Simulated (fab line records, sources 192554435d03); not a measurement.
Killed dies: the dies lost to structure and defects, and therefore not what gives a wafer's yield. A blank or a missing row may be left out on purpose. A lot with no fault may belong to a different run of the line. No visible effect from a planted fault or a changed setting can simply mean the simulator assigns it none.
fab line records + flow n5-finfet
record:
- lots: 9
- wafers: 27
- last-day: 17
route steps=1938 shown ZERO_LAYER@14 PMOS_HMC_CHANNEL_EPI@74 BEOL_M4@1111 PASSIVATION@1936
lots with no fault: from the same line, run without faults
start-h: the number of hours between the record's first day and the start of the first shown wafer of the lot + wait-h: hours from the lot's prior step to this one + " repeats the value in the row above + L1.1+2: a single row standing in for several wafers + - value missing, or start not given + * or withheld: withheld + < > ~ a bound
route shown NAME@n: names a module that has steps shown in the file, with the first one's number in the route + usual: the fault-free wafers' mean and standard deviation + same: alike in all rows + chamber/n: place in a boat + sites: readings site by site + _std_site: how widely they spread, as a standard deviation + _edge_site: mean of outer sites minus mean of inner sites + radius-mm: for every site, how far away it sits from the centre of the wafer + mask NAME#n: copy n + behind: tool/chamber where the wafer was last shaped + hold: the reason the lot was held/the length of the hold in hours/how it ended + device: names the non-switching transistor (n, p or np) + end of line: tests of these same wafers at the route's end + for a step that has no rows: nothing shown but its recipe + killed: dies that structure and defects cost at the first sort, which is not the same as the wafer's yield + map: a wafer's dies, x killed, . not, _ none there
set.NAME: the setting as run; set.NAME@STEP: as run at that earlier step + model.NAME: the simulator's own value behind a step, which no gauge read
steps of the route over a sample of lots; a table a step, a row a wafer
services: when a tool's chamber went out of use (start-h, in hours from the record's first day, below 0 if earlier), for how many hours, and the reason
== steps ==
step: N5_ZERO_LAYER_DESCUM_16
recipe:
- chemistry: O2
- time-s: 7.9
- source-power-w: 50
- bias-power-w: 20
- pressure-mtorr: 20
- rf-frequency-hz: 2.712e+07
- temp-c: 40
- o2-flow-sccm: 225
usual:
- drypump-motor-current-A: 5.6/0.32
- oes-product-au: 0.75/0.073
- rf-vpp-V: 243.4/1.2
- showerhead-plenum-p-Torr: 2.11/0.057
- throttle-valve-pct: 20.44/0.2
| lot.wafer | tool        | chamber | start-h | wait-h | drypump-motor-current-A | oes-product-au | rf-hours-counter-h | rf-vpp-V | showerhead-plenum-p-Torr | throttle-valve-pct |
|-----------|-------------|---------|---------|--------|-------------------------|----------------|--------------------|----------|--------------------------|--------------------|
| L273.2    | rie-diel-05 | 3       | 24.68   | 0.0    | 5.6                     | 0.71           | 165                | 242.3    | 2.10                     | 20.48              |
| L273.3    | "           | 3       | "       | "      | 5.6                     | 0.71           | -                  | 242.8    | 2.10                     | 20.48              |
| L273.5    | "           | 3       | "       | "      | 5.6                     | 0.72           | -                  | 242.0    | 2.10                     | 20.47              |
| L274.1    | rie-diel-05 | 1       | 30.80   | 0.0    | 5.2                     | 0.80           | 97                 | 244.1    | 2.12                     | 20.15              |
| L274.2    | "           | 0       | "       | "      | 5.4                     | 0.68           | 238                | 242.9    | 1.98                     | 20.74              |
| L274.5    | "           | 1       | "       | "      | 5.2                     | 0.79           | -                  | 244.3    | 2.12                     | 20.16              |
| L275.2    | rie-diel-05 | 1       | 36.80   | 0.0    | 5.2                     | 0.80           | 100                | 243.7    | 2.12                     | 20.16              |
| L275.5    | "           | 0       | "       | "      | 5.4                     | 0.67           | -                  | 241.2    | 1.98                     | 20.76              |
| L275.6    | "           | 3       | "       | "      | 5.6                     | 0.71           | -                  | 244.7    | 2.10                     | 20.48              |
| L285.2    | rie-diel-05 | 1       | 96.70   | 0.1    | 5.2                     | 0.77           | 120                | 244.5    | 2.11                     | 20.19              |
| L285.4    | "           | 1       | "       | "      | 5.2                     | 0.78           | -                  | 243.2    | 2.11                     | 20.20              |
| L285.5    | "           | 3       | "       | "      | 5.6                     | 0.69           | -                  | 243.4    | 2.09                     | 20.52              |
| L286.2    | rie-diel-04 | 3       | 102.71  | 0.0    | 5.9                     | 0.71           | 228                | 244.5    | 2.14                     | 20.50              |
| L286.3    | "           | 2       | "       | "      | 6.2                     | 0.97           | 3                  | 243.4    | 2.07                     | 19.91              |
| L286.5    | "           | 2       | "       | "      | 6.2                     | 0.97           | -                  | 241.2    | 2.07                     | 19.91              |
| L287.3    | rie-diel-05 | 1       | 108.81  | 0.0    | 5.2                     | 0.77           | 124                | 242.2    | 2.11                     | 20.20              |
| L287.4    | "           | 0       | "       | "      | 5.4                     | 1.00           | 0                  | 245.5    | 2.24                     | 20.37              |
| L287.5    | "           | 0       | "       | "      | 5.4                     | 1.00           | -                  | 245.7    | 2.24                     | 20.35              |
| L290.2    | rie-diel-05 | 2       | 126.81  | 0.0    | 5.9                     | 0.72           | 199                | 242.0    | 2.08                     | 20.44              |
| L290.3    | "           | 1       | "       | "      | 5.2                     | 0.76           | 131                | 243.3    | 2.11                     | 20.20              |
| L290.4    | "           | 3       | "       | "      | 5.6                     | 0.69           | 200                | 242.5    | 2.09                     | 20.54              |
| L291.1    | rie-diel-05 | 0       | 132.82  | 0.0    | 5.4                     | 0.94           | 9                  | 244.4    | 2.24                     | 20.36              |
| L291.5    | "           | 0       | "       | "      | 5.4                     | 0.95           | -                  | 245.1    | 2.24                     | 20.36              |
| L291.6    | "           | 1       | "       | "      | 5.2                     | 0.76           | -                  | 244.2    | 2.11                     | 20.20              |
| L294.2    | rie-diel-01 | 3       | 151.23  | 0.4    | 5.7                     | 0.74           | 133                | 242.9    | 2.01                     | 20.28              |
| L294.4    | "           | 0       | "       | "      | 5.3                     | 0.85           | 55                 | 244.3    | 2.12                     | 20.35              |
| L294.5    | "           | 2       | "       | "      | 5.4                     | 0.69           | -                  | 242.0    | 2.07                     | 20.90              |
step: N5_ZERO_LAYER_ETCH_18
recipe:
- chemistry: HBr/Cl2
- target: Si
- target-depth-a: 1200
- time-s: 40
- pressure-mtorr: 10
- icp-w: 800
- bias-w: 75
- HBr_flow_sccm: 150
- Cl2_flow_sccm: 80
usual:
- HBr_flow_sccm: 150.0/0.45
- bias-w: 75.00/0.22
- drypump-motor-current-A: 5.6/0.34
- oes-product-au: 0.999/0.015
- throttle-valve-pct: 36.35/0.29
| lot.wafer | tool      | chamber | start-h | wait-h | HBr_flow_sccm | bias-w | drypump-motor-current-A | oes-product-au | rf-hours-counter-h | throttle-valve-pct |
|-----------|-----------|---------|---------|--------|---------------|--------|-------------------------|----------------|--------------------|--------------------|
| L273.2    | rie-si-04 | 1       | 24.83   | 0.1    | -             | -      | -                       | -              | -                  | -                  |
| L273.3    | "         | 0       | "       | "      | -             | -      | -                       | -              | -                  | -                  |
| L273.5    | "         | 3       | "       | "      | -             | -      | -                       | -              | -                  | -                  |
| L274.1    | rie-si-02 | 1       | 30.91   | 0.0    | -             | -      | -                       | -              | -                  | -                  |
| L274.2    | "         | 2       | "       | "      | -             | -      | -                       | -              | -                  | -                  |
| L274.5    | "         | 1       | "       | "      | -             | -      | -                       | -              | -                  | -                  |
| L275.2    | rie-si-06 | 1       | 36.91   | 0.0    | -             | -      | -                       | -              | -                  | -                  |
| L275.5    | "         | 1       | "       | "      | -             | -      | -                       | -              | -                  | -                  |
| L275.6    | "         | 0       | "       | "      | -             | -      | -                       | -              | -                  | -                  |
| L285.2    | rie-si-02 | 3       | 96.81   | 0.0    | 150.5         | 74.68  | 5.3                     | 0.985          | 47                 | 36.59              |
| L285.4    | "         | 3       | "       | "      | 150.1         | 74.73  | 5.2                     | 0.983          | -                  | 36.59              |
| L285.5    | "         | 1       | "       | "      | 150.3         | 75.03  | 5.1                     | 1.000          | -                  | 36.25              |
| L286.2    | rie-si-02 | 3       | 102.81  | 0.0    | 150.1         | 74.82  | 5.3                     | 0.981          | 47                 | 36.60              |
| L286.3    | "         | 1       | "       | "      | 149.2         | 74.93  | 5.1                     | 1.003          | 198                | 36.26              |
| L286.5    | "         | 3       | "       | "      | 150.3         | 75.16  | 5.3                     | 0.980          | -                  | 36.60              |
| L287.3    | rie-si-04 | 2       | 108.91  | 0.0    | 150.2         | 74.79  | 6.2                     | 1.002          | 43                 | 36.63              |
| L287.4    | "         | 0       | "       | "      | 149.9         | 74.87  | 6.1                     | 0.995          | 163                | 36.97              |
| L287.5    | "         | 1       | "       | "      | 150.0         | 74.91  | 4.9                     | 1.019          | -                  | 36.01              |
| L290.2    | rie-si-06 | 3       | 126.91  | 0.0    | 150.4         | 75.51  | 5.7                     | 0.979          | 0                  | 36.28              |
| L290.3    | "         | 2       | "       | "      | 150.2         | 74.96  | 5.6                     | 0.998          | 56                 | 35.87              |
| L290.4    | "         | 1       | "       | "      | 150.0         | 75.18  | 5.4                     | 1.006          | 189                | 36.32              |
| L291.1    | rie-si-02 | 3       | 132.93  | 0.0    | 150.1         | 75.08  | 5.3                     | 0.983          | 48                 | 36.59              |
| L291.5    | "         | 3       | "       | "      | 150.5         | 75.20  | 5.3                     | 0.983          | -                  | 36.61              |
| L291.6    | "         | 2       | "       | "      | 150.4         | 74.77  | 5.8                     | 0.970          | -                  | 36.70              |
| L294.2    | rie-si-02 | 1       | 151.34  | 0.0    | 150.0         | 74.77  | 5.2                     | 1.010          | 0                  | 36.40              |
| L294.4    | "         | 0       | "       | "      | 149.8         | 75.22  | 5.8                     | 1.018          | 117                | 36.38              |
| L294.5    | "         | 1       | "       | "      | 150.6         | 75.00  | 5.2                     | 1.003          | -                  | 36.40              |
step: N5_ZERO_LAYER_STRIP_24
recipe:
- chemistry: O2
- power-w: 1000
- temp-c: 250
- overash-fraction: 0.3
- pressure-mtorr: 1000
- o2-flow-sccm: 6750
usual:
- drypump-motor-current-A: 5.6/0.36
- heater-power-w: 313/12
- oes-product-au: 0.647/0.0045
- strip-time-to-endpoint-s: 43.85/0.076
| lot.wafer | tool            | chamber | start-h | wait-h | drypump-motor-current-A | heater-power-w | oes-product-au | rf-hours-counter-h | strip-time-to-endpoint-s |
|-----------|-----------------|---------|---------|--------|-------------------------|----------------|----------------|--------------------|--------------------------|
| L273.2    | plasma-asher-01 | 1       | 24.94   | 0.1    | 5.4                     | 302            | 0.657          | 26                 | 44.96                    |
| L273.3    | "               | 1       | "       | "      | 5.4                     | 294            | 0.642          | -                  | 45.10                    |
| L273.5    | "               | 0       | "       | "      | 6.0                     | 325            | 0.648          | -                  | 44.97                    |
| L274.1    | plasma-asher-01 | 1       | 31.02   | 0.1    | 5.4                     | 298            | 0.650          | 27                 | 44.95                    |
| L274.2    | "               | 0       | "       | "      | 6.0                     | 321            | 0.650          | 27                 | 44.96                    |
| L274.5    | "               | 0       | "       | "      | 6.1                     | 322            | 0.648          | -                  | 44.88                    |
| L275.2    | plasma-asher-01 | 1       | 37.02   | 0.1    | 5.4                     | 294            | 0.647          | 28                 | 45.12                    |
| L275.5    | "               | 0       | "       | "      | 6.1                     | 318            | 0.645          | -                  | 44.93                    |
| L275.6    | "               | 1       | "       | "      | 5.4                     | 291            | 0.655          | -                  | 44.95                    |
| L285.2    | plasma-asher-02 | 1       | 96.92   | 0.1    | 5.1                     | 312            | 0.650          | 91                 | 43.81                    |
| L285.4    | "               | 0       | "       | "      | 5.8                     | 321            | 0.646          | -                  | 43.71                    |
| L285.5    | "               | 0       | "       | "      | 5.8                     | 327            | 0.654          | -                  | 43.90                    |
| L286.2    | plasma-asher-02 | 1       | 102.92  | 0.1    | 5.1                     | 314            | 0.649          | 92                 | 43.86                    |
| L286.3    | "               | 0       | "       | "      | 5.8                     | 329            | 0.648          | -                  | 43.83                    |
| L286.5    | "               | 1       | "       | "      | 5.1                     | 312            | 0.649          | -                  | 43.89                    |
| L287.3    | plasma-asher-01 | 0       | 109.04  | 0.1    | 6.1                     | 306            | 0.652          | -                  | 43.67                    |
| L287.4    | "               | 1       | "       | "      | 5.4                     | 293            | 0.649          | -                  | 43.73                    |
| L287.5    | "               | 1       | "       | "      | 5.4                     | 293            | 0.657          | -                  | 43.73                    |
| L290.2    | plasma-asher-01 | 0       | 127.02  | 0.1    | 6.0                     | 315            | 0.649          | 46                 | 43.76                    |
| L290.3    | "               | 1       | "       | "      | 5.4                     | 291            | 0.654          | -                  | 43.77                    |
| L290.4    | "               | 0       | "       | "      | 6.1                     | 319            | 0.643          | -                  | 43.79                    |
| L291.1    | plasma-asher-01 | 0       | 133.03  | 0.1    | 6.0                     | 322            | 0.648          | 48                 | 43.84                    |
| L291.5    | "               | 0       | "       | "      | 6.1                     | 325            | 0.650          | -                  | 43.77                    |
| L291.6    | "               | 1       | "       | "      | 5.4                     | 298            | 0.648          | -                  | 43.92                    |
| L294.2    | plasma-asher-02 | 0       | 151.44  | 0.1    | 5.8                     | 320            | 0.658          | 105                | 43.75                    |
| L294.4    | "               | 1       | "       | "      | 5.1                     | 318            | 0.651          | -                  | 43.81                    |
| L294.5    | "               | 1       | "       | "      | 5.1                     | 311            | 0.642          | -                  | 43.73                    |
step: N5_PMOS_HMC_CHANNEL_EPI_FIN_RECESS_16
recipe:
- chemistry: HBr/Cl2
- target: Si
- mask-material: SiO2
- target-depth-a: 540
- time-s: 18
- pressure-mtorr: 10
- icp-w: 800
- bias-w: 75
- HBr_flow_sccm: 150
- Cl2_flow_sccm: 80
usual:
- drypump-motor-current-A: 5.7/0.52
- oes-product-au: 1.009/0.019
- throttle-valve-pct: 35.4/0.39
| lot.wafer | tool      | chamber | start-h | wait-h | drypump-motor-current-A | oes-product-au | rf-hours-counter-h | throttle-valve-pct |
|-----------|-----------|---------|---------|--------|-------------------------|----------------|--------------------|--------------------|
| L285.2    | rie-si-03 | 0       | 101.58  | 0.0    | 6.3                     | 1.035          | 4                  | 35.1               |
| L285.4    | "         | 2       | "       | "      | 5.4                     | 1.007          | 105                | 36.1               |
| L285.5    | "         | 0       | "       | "      | 6.3                     | 1.037          | -                  | 35.1               |
| L286.2    | rie-si-03 | 3       | 110.74  | 0.0    | 4.9                     | 1.038          | 130                | 35.1               |
| L286.3    | "         | 0       | "       | "      | 6.3                     | 1.023          | 5                  | 35.1               |
| L286.5    | "         | 3       | "       | "      | 4.9                     | 1.030          | -                  | 35.1               |
| L287.3    | rie-si-05 | 3       | 115.38  | 0.0    | 6.2                     | 0.973          | 120                | 35.6               |
| L287.4    | "         | 1       | "       | "      | 5.1                     | 1.022          | 27                 | 35.1               |
| L287.5    | "         | 0       | "       | "      | 6.2                     | 1.009          | -                  | 35.2               |
| L290.2    | rie-si-03 | 2       | 132.34  | 0.0    | 5.4                     | 0.992          | 106                | 36.1               |
| L290.3    | "         | 1       | "       | "      | 5.3                     | 1.015          | 77                 | 36.1               |
| L290.4    | "         | 3       | "       | "      | 4.9                     | 1.034          | 131                | 35.1               |
| L291.1    | rie-si-03 | 2       | 138.62  | 0.0    | 5.4                     | 1.014          | 106                | 36.1               |
| L291.5    | "         | 3       | "       | "      | 4.9                     | 1.040          | -                  | 35.1               |
| L291.6    | "         | 0       | "       | "      | 6.3                     | 1.029          | -                  | 35.1               |
| L294.2    | rie-si-03 | 1       | 156.35  | 0.0    | 5.3                     | 1.023          | 77                 | 36.1               |
| L294.4    | "         | 3       | "       | "      | 4.9                     | 1.046          | 131                | 35.1               |
| L294.5    | "         | 1       | "       | "      | 5.3                     | 1.025          | -                  | 36.1               |
step: N5_PMOS_HMC_CHANNEL_EPI_CMP_21
recipe:
- material: SiGe30
- post-cmp-clean: alkaline-brush
- target-thk-nm: 54
usual:
- motor-current-A: 12.5/2
| lot.wafer | tool   | chamber | start-h | wait-h | motor-current-A |
|-----------|--------|---------|---------|--------|-----------------|
| L285.2    | cmp-03 | 0       | 103.13  | 0.1    | 11.1            |
| L285.4    | "      | 1       | "       | "      | 13.0            |
| L285.5    | "      | 3       | "       | "      | 12.6            |
| L286.2    | cmp-03 | 2       | 112.65  | 0.0    | 9.1             |
| L286.3    | "      | 1       | "       | "      | 12.5            |
| L286.5    | "      | 3       | "       | "      | 12.9            |
| L287.3    | cmp-04 | 0       | 116.90  | 0.0    | 11.4            |
| L287.4    | "      | 1       | "       | "      | 10.3            |
| L287.5    | "      | 0       | "       | "      | 10.5            |
| L290.3    | cmp-04 | 2       | 133.88  | 0.0    | 10.4            |
| L290.2    | "      | 3       | "       | "      | 12.9            |
| L290.4    | "      | 0       | "       | "      | 11.7            |
| L291.1    | cmp-01 | 0       | 140.13  | 0.0    | 13.0            |
| L291.5    | "      | 0       | "       | "      | 13.5            |
| L291.6    | "      | 1       | "       | "      | 15.0            |
| L294.4    | cmp-03 | 0       | 157.87  | 0.0    | 11.0            |
| L294.2    | "      | 1       | "       | "      | 12.9            |
| L294.5    | "      | 0       | "       | "      | 10.7            |
step: N5_BEOL_M4_RC_MEAS_101
usual:
- DIBL_N: 36.0/1.9
- DIBL_P: 36.0/2.1
- IOFF_N: 0.155/0.029
- IOFF_P: 0.20/0.032
- ION_N: 672/11
- ION_P: 461/6.9
- SS_N: 71.5/0.58
- SS_P: 73.2/0.64
- VT_N: 250.4/2.9
- VT_P: -251.0/2.8
| lot.wafer | tool      | chamber | start-h | wait-h | DIBL_N[mV/V] | DIBL_P[mV/V] | IOFF_N[nA/um] | IOFF_P[nA/um] | ION_N[uA/um] | ION_P[uA/um] | SS_N[mV/dec] | SS_P[mV/dec] | VT_N[mV] | VT_P[mV] |
|-----------|-----------|---------|---------|--------|--------------|--------------|---------------|---------------|--------------|--------------|--------------|--------------|----------|----------|
| L285.2    | prober-01 | 0       | 256.73  | 0.2    | 35.7         | 35.4         | 0.163         | 0.23          | 669          | 469          | 70.7         | 73.5         | 247.3    | -248.7   |
| L285.4    | "         | 0       | "       | "      | 33.4         | 32.3         | 0.118         | 0.18          | 667          | 465          | 70.2         | 73.1         | 252.6    | -250.8   |
| L285.5    | "         | 0       | "       | "      | 33.0         | 32.2         | 0.117         | 0.18          | 662          | 467          | 70.9         | 72.9         | 249.7    | -249.4   |
| L286.2    | prober-01 | 0       | 264.08  | 0.2    | 36.6         | 38.4         | 0.167         | 0.22          | 683          | 465          | 71.1         | 73.3         | 248.6    | -251.8   |
| L286.3    | "         | 0       | "       | "      | 35.1         | 36.3         | 0.144         | 0.18          | 680          | 463          | 71.1         | 73.1         | 249.2    | -254.8   |
| L286.5    | "         | 0       | "       | "      | 34.9         | 36.3         | 0.143         | 0.19          | 673          | 463          | 71.4         | 72.7         | 248.6    | -253.8   |
| L287.3    | prober-02 | 0       | 279.82  | 0.3    | 36.1         | 36.5         | 0.134         | 0.18          | 661          | 454          | 71.1         | 72.7         | 256.5    | -253.1   |
| L287.4    | "         | 0       | "       | "      | 38.4         | 39.7         | 0.181         | 0.22          | 688          | 462          | 71.6         | 74.1         | 251.6    | -251.1   |
| L287.5    | "         | 0       | "       | "      | 40.0         | 41.4         | 0.216         | 0.26          | 681          | 465          | 72.0         | 75.0         | 251.1    | -249.7   |
| L290.2    | prober-02 | 0       | 288.21  | 0.2    | 35.1         | 36.4         | 0.144         | 0.21          | 677          | 467          | 70.6         | 73.3         | 249.4    | -251.5   |
| L290.3    | "         | 0       | "       | "      | 32.9         | 34.1         | 0.119         | 0.18          | 654          | 453          | 70.8         | 72.2         | 250.0    | -251.7   |
| L290.4    | "         | 0       | "       | "      | 35.1         | 37.0         | 0.155         | 0.22          | 681          | 469          | 71.7         | 73.2         | 247.5    | -249.1   |
| L291.1    | prober-02 | 0       | 303.98  | 0.0    | 38.0         | 36.8         | 0.169         | 0.22          | 676          | 469          | 72.0         | 73.9         | 249.1    | -247.3   |
| L291.5    | "         | 0       | "       | "      | 36.2         | 35.3         | 0.148         | 0.20          | 673          | 462          | 70.9         | 73.6         | 250.4    | -249.4   |
| L291.6    | "         | 0       | "       | "      | 38.5         | 37.9         | 0.187         | 0.23          | 679          | 460          | 71.9         | 74.0         | 246.4    | -247.4   |
| L294.2    | prober-01 | 0       | 311.51  | 0.2    | 37.5         | 36.0         | 0.179         | 0.23          | 672          | 465          | 71.6         | 73.9         | 248.6    | -246.8   |
| L294.4    | "         | 0       | "       | "      | 35.8         | 34.7         | 0.147         | 0.20          | 678          | 460          | 71.1         | 72.9         | 251.6    | -250.3   |
| L294.5    | "         | 0       | "       | "      | 38.0         | 36.4         | 0.173         | 0.24          | 657          | 450          | 71.5         | 73.8         | 248.6    | -252.1   |
step: N5_PASSIVATION_PROBE_49
usual:
- defect-limited-yield: 91.0/1.5
- killed_at_M0_to_M3: 33/9.4
- killed_at_M4_up: 14/4.8
- killed-at-contacts: 13/7.3
- killed-at-front-end: 43/13
- killed-at-other: 3.6/2.9
- killed-dies: 106/18
- killed-on-rim: 14/4.2
- killed-open: 69/13
- killed-short: 35/8.2
- sort_bin_5_function: 5.3/1
- sort_bin_6_memory: 3.3/0.68
- sort_bin_8_speed: 0.01/0.027
- sort-n-pass: 1074/18
- sort-yield-pct: 91.0/1.5
same:
- gross-dies: 1180
- killed-at-back-side: 0
- sort_bin_4_leakage[%]: 0
| lot.wafer | tool      | chamber | start-h | wait-h | defect-limited-yield[%] | killed_at_M0_to_M3 | killed_at_M4_up | killed-at-contacts | killed-at-front-end | killed-at-other | killed-dies | killed-on-rim | killed-open | killed-short | sort_bin_5_function[%] | sort_bin_6_memory[%] | sort_bin_8_speed[%] | sort-n-pass | sort-yield-pct[%] |
|-----------|-----------|---------|---------|--------|-------------------------|--------------------|-----------------|--------------------|---------------------|-----------------|-------------|---------------|-------------|--------------|------------------------|----------------------|---------------------|-------------|-------------------|
| L274.1    | prober-01 | -       | 289.43  | 0.0    | 0                       | 18                 | 16              | 5                  | 1131                | 10              | 1180        | 152           | 56          | 24           | 97.5                   | 2.2                  | 0                   | 0           | 0                 |
| L274.2    | prober-01 | -       | 289.48  | 0.1    | 0                       | 21                 | 20              | 6                  | 1129                | 4               | 1180        | 152           | 48          | 32           | 97.1                   | 2.4                  | 0                   | 0           | 0                 |
| L274.5    | prober-01 | -       | 289.63  | 0.2    | 0                       | 35                 | 14              | 14                 | 1115                | 2               | 1180        | 152           | 58          | 33           | 96.5                   | 3.2                  | 0                   | 0           | 0                 |
| L273.2    | prober-02 | -       | 290.26  | 0.1    | 0                       | 37                 | 16              | 18                 | 1106                | 3               | 1180        | 152           | 85          | 47           | 96.3                   | 3.5                  | 0                   | 0           | 0                 |
| L273.3    | prober-02 | -       | 290.31  | 0.1    | 0                       | 39                 | 12              | 25                 | 1098                | 6               | 1180        | 152           | 96          | 45           | 95.8                   | 4.0                  | 0                   | 0           | 0                 |
| L273.5    | prober-02 | -       | 290.41  | 0.2    | 0                       | 33                 | 10              | 28                 | 1109                | 0               | 1180        | 152           | 72          | 38           | 96.4                   | 2.9                  | 0                   | 0           | 0                 |
| L275.2    | prober-02 | -       | 322.79  | 0.1    | 0                       | 31                 | 16              | 5                  | 1124                | 4               | 1180        | 152           | 61          | 39           | 96.2                   | 3.1                  | 0                   | 0           | 0                 |
| L275.5    | prober-02 | -       | 322.94  | 0.2    | 0                       | 24                 | 13              | 19                 | 1124                | 0               | 1180        | 152           | 60          | 32           | 96.5                   | 3.2                  | 0                   | 0           | 0                 |
| L275.6    | prober-02 | -       | 322.99  | 0.3    | 0                       | 13                 | 7               | 8                  | 1151                | 1               | 1180        | 152           | 57          | 28           | 96.7                   | 3.3                  | 0                   | 0           | 0                 |
killed by level:class
L274.1 ZERO_LAYER:area-etch=1100 BEOL_M4:geometric-particle:open=14 STI_FIN_REVEAL:geometric-particle:open=10 GATE_CUT:geometric-particle:short=7 MOL_CONTACT_COAG:geometric-particle:open=5 BEOL_M2:geometric-particle:open=5 BEOL_M3:geometric-particle:open=4 MIM_TOP_ETCH:geometric-particle:short=4
L274.2 ZERO_LAYER:area-etch=1100 BEOL_M4:geometric-particle:open=7 STI_FIN_REVEAL:geometric-particle:open=6 GATE_CUT:geometric-particle:short=6 MOL_CONTACT_COAG:geometric-particle:short=5 BEOL_M2:geometric-particle:open=5 GATE_CUT:geometric-particle:open=4 BEOL_M1:geometric-particle:open=4
L274.5 ZERO_LAYER:area-etch=1087 MOL_CONTACT_COAG:geometric-particle:open=11 BEOL_M1:geometric-particle:open=11 BEOL_M3:geometric-particle:open=6 BEOL_M1:geometric-particle:short=5 DUMMY_GATE:geometric-particle:open=4 GATE_CUT:geometric-particle:short=4 BEOL_M0_SAQP:geometric-particle:short=4
L273.2 ZERO_LAYER:area-etch=1048 MOL_CONTACT_COAG:geometric-particle:open=13 BEOL_M3:geometric-particle:open=10 STI_FIN_REVEAL:geometric-particle:open=9 FIN_SAQP:geometric-particle:short=7 GATE_CUT:geometric-particle:short=7 FIN_SAQP:geometric-particle:open=6 GATE_CUT:geometric-particle:open=6
L273.3 ZERO_LAYER:area-etch=1039 MOL_CONTACT_COAG:geometric-particle:open=20 BEOL_M2:geometric-particle:open=16 FIN_SAQP:geometric-particle:open=11 GATE_CUT:geometric-particle:short=11 STI_FIN_REVEAL:geometric-particle:open=10 FIN_SAQP:geometric-particle:short=7 BEOL_M1:geometric-particle:open=5
L273.5 ZERO_LAYER:area-etch=1070 MOL_CONTACT_COAG:geometric-particle:open=21 STI_FIN_REVEAL:geometric-particle:open=9 BEOL_M0_SAQP:geometric-particle:short=9 GATE_CUT:geometric-particle:short=8 BEOL_M0_SAQP:geometric-particle:open=8 MOL_CONTACT_COAG:geometric-particle:short=7 DUMMY_GATE:geometric-particle:open=5
L275.2 ZERO_LAYER:area-etch=1079 STI_FIN_REVEAL:geometric-particle:open=13 BEOL_M0_SAQP:geometric-particle:short=12 BEOL_M3:geometric-particle:open=9 FIN_SAQP:geometric-particle:open=8 BEOL_M4:geometric-particle:open=6 GATE_CUT:geometric-particle:short=5 BEOL_M5:geometric-particle:open=4
L275.5 ZERO_LAYER:area-etch=1086 MOL_CONTACT_COAG:geometric-particle:open=15 STI_FIN_REVEAL:geometric-particle:open=8 FIN_SAQP:geometric-particle:short=7 BEOL_M0_SAQP:geometric-particle:short=6 FIN_SAQP:geometric-particle:open=5 BEOL_M0_SAQP:geometric-particle:open=5 BEOL_M4:geometric-particle:open=5
L275.6 ZERO_LAYER:area-etch=1093 STI_FIN_REVEAL:geometric-particle:open=23 STI_FIN_REVEAL:geometric-particle:short=8 FIN_SAQP:geometric-particle:short=7 MOL_CONTACT_COAG:geometric-particle:open=7 BEOL_M0_SAQP:geometric-particle:open=6 FIN_SAQP:geometric-particle:open=4 GATE_CUT:geometric-particle:short=4
== services ==
| tool            | chamber | start-h | hours | kind   |
|-----------------|---------|---------|-------|--------|
| cmp-04          | -       | 7.00    | 0.5   | repair |
| rie-si-03       | 1       | 13.57   | 72.1  | repair |
| rie-diel-05     | 0       | 20.63   | 4.3   | repair |
| rie-si-06       | 2       | 23.22   | 7.5   | repair |
| rie-diel-05     | 2       | 23.39   | 13.6  | repair |
| cmp-03          | -       | 30.57   | 3.1   | repair |
| rie-si-03       | 3       | 44.41   | 8.1   | repair |
| plasma-asher-01 | -       | 45.00   | 6.5   | repair |
| cmp-04          | -       | 47.20   | 4.0   | pm     |
| plasma-asher-02 | -       | 51.27   | 15.0  | repair |
| cmp-04          | -       | 54.96   | 2.1   | repair |
| cmp-03          | -       | 59.71   | 17.3  | pm     |
| cmp-04          | -       | 61.43   | 2.6   | repair |
| cmp-04          | -       | 76.95   | 21.0  | repair |
| cmp-03          | -       | 77.03   | 10.4  | pm     |
| rie-si-04       | -       | 89.53   | 2.8   | pm     |
| rie-si-02       | 2       | 95.63   | 3.7   | repair |
| cmp-04          | -       | 97.98   | 3.6   | pm     |
| rie-si-04       | -       | 105.97  | 0.4   | repair |
| plasma-asher-02 | -       | 109.26  | 2.8   | pm     |
| plasma-asher-01 | -       | 115.45  | 10.4  | repair |
| cmp-03          | -       | 128.46  | 4.0   | pm     |
| rie-diel-05     | 1       | 141.67  | 9.0   | repair |
| rie-si-02       | 3       | 152.36  | 10.0  | repair |
== key ==
first-sign:
- step: N5_ZERO_LAYER_ETCH_18
- reading: tool-record
- direction: missing
effect:
- step: N5_ZERO_LAYER_STRIP_24
- reading: strip-time-to-endpoint-s
- direction: up
- sigmas: 15
- usual: *
- struck: *
effect:
- step: N5_PASSIVATION_PROBE_49
- reading: sort_bin_5_function
- direction: up
- sigmas: 90
- usual: 5.3
- struck: 96.6
more-kills-born-at:
- N5_ZERO_LAYER_ETCH_18@rie-si-02: 3287
- N5_ZERO_LAYER_ETCH_18@rie-si-06: 3258
- N5_ZERO_LAYER_ETCH_18@rie-si-04: 3157
met-at N5_ZERO_LAYER_ETCH_18
struck-lots L273,L274,L275
later-rows-left-out L273.2,L273.3,L273.5,L274.1,L274.2,L274.5,L275.2,L275.5,L275.6
not-acting-at N5_ZERO_LAYER_DESCUM_16,N5_PMOS_HMC_CHANNEL_EPI_FIN_RECESS_16,N5_PMOS_HMC_CHANNEL_EPI_CMP_21
fault:
- kind: skipped-step-whole
- tool: rie-si-02,rie-si-04,rie-si-06
- chamber: -
- onset-h: 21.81
- steps: N5_ZERO_LAYER_ETCH_18
- scope: struck-lots-only
later-rows-left-out: the simulator's readings of these wafers behind a module that went badly wrong aren't trusted and aren't shown, but for the sort
